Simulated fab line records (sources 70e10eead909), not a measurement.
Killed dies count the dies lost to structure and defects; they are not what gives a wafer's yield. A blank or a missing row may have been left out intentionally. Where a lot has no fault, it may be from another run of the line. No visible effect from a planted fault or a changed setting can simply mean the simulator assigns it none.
A lot that was struck, set against a sound lot ; flow nand_harc ; 15 out of 1159 route steps
Sound: the wafers L274.1, L274.2, L274.5. Wafers L272.2, L272.4, L272.6 were the ones struck. Last of all comes the cause.
Per side, at each step with rows, come the tool, then ch with its chambers, and then its first start. Under that, the readings that differ: sound wafers ; struck wafers ; difference of the means ; sigmas: that difference in standard deviations of wafers without a fault.
alike: words and numbers the same on both sides, and readings whose means are apart by under 2 such deviations; not compared: readings that were withheld, readings missing a value for some wafer, numbers with overlapping values and no deviation given by the record, and bounds like >300 which may hide the same value.
A row with sigmas, a row that says differs or no value, or rows on one side alone: a step with any of these is where the two part. Numbers that don't overlap but have no deviation are shown without sigmas and don't part them. A reading missing from all wafers of one side parts the sides only when that side holds two or more wafers.

first, 8 steps without rows for these wafers: NHARC_P_ZERO_WELL_DEHYDRATE_44 (time 120 s); NHARC_P_ZERO_WELL_HMDS_45 (time 30 s); NHARC_P_ZERO_WELL_COAT_46; NHARC_P_ZERO_WELL_SOFTBAKE_47 (time 95 s); NHARC_P_ZERO_WELL_EBR_48; NHARC_P_ZERO_WELL_EXPOSE_49 (exposes mask P HVPW, target cd 2000 nm); NHARC_P_ZERO_WELL_PEB_50 (peb time 85 s); NHARC_P_ZERO_WELL_DEVELOP_51 (time 70 s).
NHARC_P_ZERO_WELL_CD_MEAS_52: the cd target is 2000 nm.
  sound on cd_sem-01 ch 0, day 6 18:07; struck on cd_sem-01 ch 0, day 6 05:49
  alike: cd_nm
then, 1 step without rows for these wafers: NHARC_P_ZERO_WELL_HARDBAKE_53 (time 80 s).
NHARC_P_ZERO_WELL_DESCUM_54: chemistry O2, time 3 s.
  sound on rie_diel-07 ch 0,2,3, day 6 18:18; struck on rie_diel-02 ch 0,1,3, day 6 05:59
  alike: drypump_motor_current_A, mfc_ar_sccm, oes_product_au, rf_vpp_V, showerhead_plenum_p_Torr, throttle_valve_pct
  not compared: rf_hours_counter_h
following that, these wafers have no rows for 1 step: NHARC_P_ZERO_WELL_IMPLANT_55.
NHARC_P_ZERO_WELL_IMPLANT_61:
  sound on implanter-01 ch 0, day 6 18:36; struck on implanter-01, day 6 06:20
  no value came back on the struck wafers for beam_energy_keV, beam_on_s (s), end_station_pressure_torr (Torr); on the sound wafers beam_energy_keV reads 29.996 29.996 30.024
then, 1 step without rows for these wafers: NHARC_P_ZERO_WELL_STRIP_56 (strips in SPM, time 840 s).
-- the record jumps here: 18 days lie between the struck wafers' starts before and after (it left off in module P_ZERO_WELL and takes up again in module END, whose first step shown is number 1159 of the route) --
NHARC_END_SORT_01:
  sound on prober-02 ch 0, day 24 05:44; struck on prober-01 ch 0, day 23 23:04
reading;sound;struck;difference;sigmas
hold;- - -;await_dispo/3.0h/scrap await_dispo/3.0h/scrap await_dispo/3.0h/scrap;no value on the sound wafers;
killed_at_periphery;7 7 5;626 641 623;+624;+99 or more
killed_dies;38 47 40;677 677 677;+635;+71
  alike: killed_at_array, killed_at_other, killed_open, killed_short

## WHERE THEY PART
Last at NHARC_END_SORT_01 as far as this record goes, first at NHARC_P_ZERO_WELL_IMPLANT_61.

WHY: what the simulator had put in
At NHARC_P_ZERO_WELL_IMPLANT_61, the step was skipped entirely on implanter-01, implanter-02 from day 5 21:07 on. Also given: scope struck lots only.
